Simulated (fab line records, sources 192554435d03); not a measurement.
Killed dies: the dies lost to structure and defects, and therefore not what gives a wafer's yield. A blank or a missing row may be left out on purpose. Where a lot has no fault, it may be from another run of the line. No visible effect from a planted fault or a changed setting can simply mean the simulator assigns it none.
Chamber matching / flow n5-finfet / N5_MOL_CONTACT_COAG_ETCH_15 on rie-diel-03: 3 sister chambers
The step etches SiNx in CH3F/O2, stops on Si:P, target depth 7 nm. 14 wafers are shown with their chamber, then 6 later ones without.

## WAFERS WITH THEIR CHAMBER
wafer=L074.2; chamber=1; showerhead-plenum-p-Torr (Torr)=2.03; rf-vpp-V (V)=301; throttle-valve-pct (%)=16.04
wafer=L074.4; chamber=3; showerhead-plenum-p-Torr (Torr)=1.92; rf-vpp-V (V)=288; throttle-valve-pct (%)=15.83
wafer=L074.5; chamber=3; showerhead-plenum-p-Torr (Torr)=1.92; rf-vpp-V (V)=287; throttle-valve-pct (%)=15.82
wafer=L082.2; chamber=1; showerhead-plenum-p-Torr (Torr)=2.02; rf-vpp-V (V)=303; throttle-valve-pct (%)=16.08
wafer=L082.5; chamber=1; showerhead-plenum-p-Torr (Torr)=2.02; rf-vpp-V (V)=302; throttle-valve-pct (%)=16.05
wafer=L082.6; chamber=0; showerhead-plenum-p-Torr (Torr)=2.09; rf-vpp-V (V)=302; throttle-valve-pct (%)=16.19
wafer=L087.1; chamber=3; showerhead-plenum-p-Torr (Torr)=1.92; rf-vpp-V (V)=287; throttle-valve-pct (%)=15.86
wafer=L087.5; chamber=1; showerhead-plenum-p-Torr (Torr)=2.02; rf-vpp-V (V)=301; throttle-valve-pct (%)=16.08
wafer=L087.6; chamber=0; showerhead-plenum-p-Torr (Torr)=2.08; rf-vpp-V (V)=303; throttle-valve-pct (%)=16.20
wafer=L089.2; chamber=3; showerhead-plenum-p-Torr (Torr)=1.91; rf-vpp-V (V)=287; throttle-valve-pct (%)=15.89
wafer=L089.4; chamber=0; showerhead-plenum-p-Torr (Torr)=2.08; rf-vpp-V (V)=300; throttle-valve-pct (%)=16.20
wafer=L089.5; chamber=1; showerhead-plenum-p-Torr (Torr)=2.02; rf-vpp-V (V)=303; throttle-valve-pct (%)=16.08
wafer=L090.2; chamber=0; showerhead-plenum-p-Torr (Torr)=2.08; rf-vpp-V (V)=301; throttle-valve-pct (%)=16.20
wafer=L090.3; chamber=1; showerhead-plenum-p-Torr (Torr)=2.02; rf-vpp-V (V)=303; throttle-valve-pct (%)=16.10

SIGNATURES, as means of the wafers listed above
reading=showerhead-plenum-p-Torr; chamber 0=2.0825; chamber 1=2.0217; chamber 3=1.9175; scatter within a chamber=0.00461
reading=rf-vpp-V; chamber 0=301.50; chamber 1=302.17; chamber 3=287.25; scatter within a chamber=0.981
reading=throttle-valve-pct; chamber 0=16.1975; chamber 1=16.0717; chamber 3=15.8500; scatter within a chamber=0.0225
Rule: distance of a wafer from a chamber = root of the sum over the readings of ((wafer's reading minus chamber's mean) / reading's scatter) squared. If the next closest chamber is less than 2 further off than the closest, the wafer can't be placed; otherwise it belongs to the closest. The scatter is the square root of a quotient: the sum, over the shown wafers, of each reading's squared deviation from its chamber's mean, divided by wafers minus chambers.

## WAFERS WHOSE CHAMBER IS MISSING
wafer=L090.6; showerhead-plenum-p-Torr (Torr)=2.08; rf-vpp-V (V)=300; throttle-valve-pct (%)=16.22
wafer=L093.1; showerhead-plenum-p-Torr (Torr)=2.01; rf-vpp-V (V)=303; throttle-valve-pct (%)=16.11
wafer=L093.2; showerhead-plenum-p-Torr (Torr)=2.08; rf-vpp-V (V)=304; throttle-valve-pct (%)=16.23
wafer=L093.5; showerhead-plenum-p-Torr (Torr)=2.08; rf-vpp-V (V)=301; throttle-valve-pct (%)=16.24
wafer=L097.4; showerhead-plenum-p-Torr (Torr)=2.07; rf-vpp-V (V)=303; throttle-valve-pct (%)=16.24
wafer=L097.5; showerhead-plenum-p-Torr (Torr)=2.01; rf-vpp-V (V)=302; throttle-valve-pct (%)=16.14

## EACH ONE'S CHAMBER
wafer=L090.6; from the rows above=0; in truth=0
wafer=L093.1; from the rows above=1; in truth=1
wafer=L093.2; from the rows above=0; in truth=0
wafer=L093.5; from the rows above=0; in truth=0
wafer=L097.4; from the rows above=0; in truth=0
wafer=L097.5; from the rows above=1; in truth=1
Placed correctly: 6 of 6. Not placeable from these rows: 0. 0 placed wrongly.
